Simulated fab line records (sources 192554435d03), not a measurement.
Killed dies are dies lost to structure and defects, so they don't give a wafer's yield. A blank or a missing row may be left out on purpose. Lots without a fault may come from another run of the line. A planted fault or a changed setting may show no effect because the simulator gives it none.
Chamber matching + flow n5-finfet + pecvd-02 running N5_BEOL_M3_DEP_57: 3 sister chambers
The step deposits SiCN from 3MS/NH3, target thk 8 nm, time 14 s. 6 wafers are shown with their chamber, then 7 later ones without.

## WAFERS WITH THEIR CHAMBER
| wafer  | chamber | showerhead-plenum-p-Torr (Torr) | throttle-valve-pct (%) |
|--------|---------|---------------------------------|------------------------|
| L078.1 | 0       | 3.704                           | 8.7                    |
| L089.1 | 0       | 3.684                           | 9.1                    |
| L089.5 | 1       | 3.665                           | 9.2                    |
| L089.6 | 2       | 3.667                           | 8.5                    |
| L092.1 | 2       | 3.678                           | 9.0                    |
| L092.2 | 1       | 3.671                           | 9.4                    |

## WAFERS WHOSE CHAMBER IS MISSING
| wafer  | showerhead-plenum-p-Torr (Torr) | throttle-valve-pct (%) |
|--------|---------------------------------|------------------------|
| L092.5 | 3.673                           | 9.4                    |
| L096.1 | 3.677                           | 9.1                    |
| L096.2 | 3.678                           | 8.7                    |
| L096.3 | 3.687                           | 8.8                    |
| L097.1 | 3.672                           | 9.0                    |
| L097.4 | 3.676                           | 9.3                    |
| L097.5 | 3.662                           | 8.8                    |

## WHICH CHAMBER EACH WENT THROUGH
| wafer  | from the rows above          | in truth |
|--------|------------------------------|----------|
| L092.5 | can't be placed: 1 or 2      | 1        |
| L096.1 | can't be placed: 1 or 2 or 0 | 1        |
| L096.2 | can't be placed: 2 or 0 or 1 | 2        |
| L096.3 | can't be placed: 0 or 2 or 1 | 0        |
| L097.1 | can't be placed: 2 or 1 or 0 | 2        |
| L097.4 | can't be placed: 1 or 2 or 0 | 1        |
| L097.5 | can't be placed: 2 or 1      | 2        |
Correct placement for 0 of the 7. Unplaceable from these rows: 7, with the true chamber sitting among the candidates in 7. Number placed wrongly: 0.
How it was worked out, from the rows above alone: a wafer's distance from a chamber is the root of the sum, over the readings, of the square of ((its reading less the chamber's mean) divided by the reading's scatter). The wafer belongs to the nearest chamber; if the next one is less than 2 further off, it can't be placed. The mean given for a chamber averages the wafers shown for that chamber. The scatter: take each reading less its chamber's mean, square it, sum over the shown wafers, divide by the number of wafers less the number of chambers, and take the root.
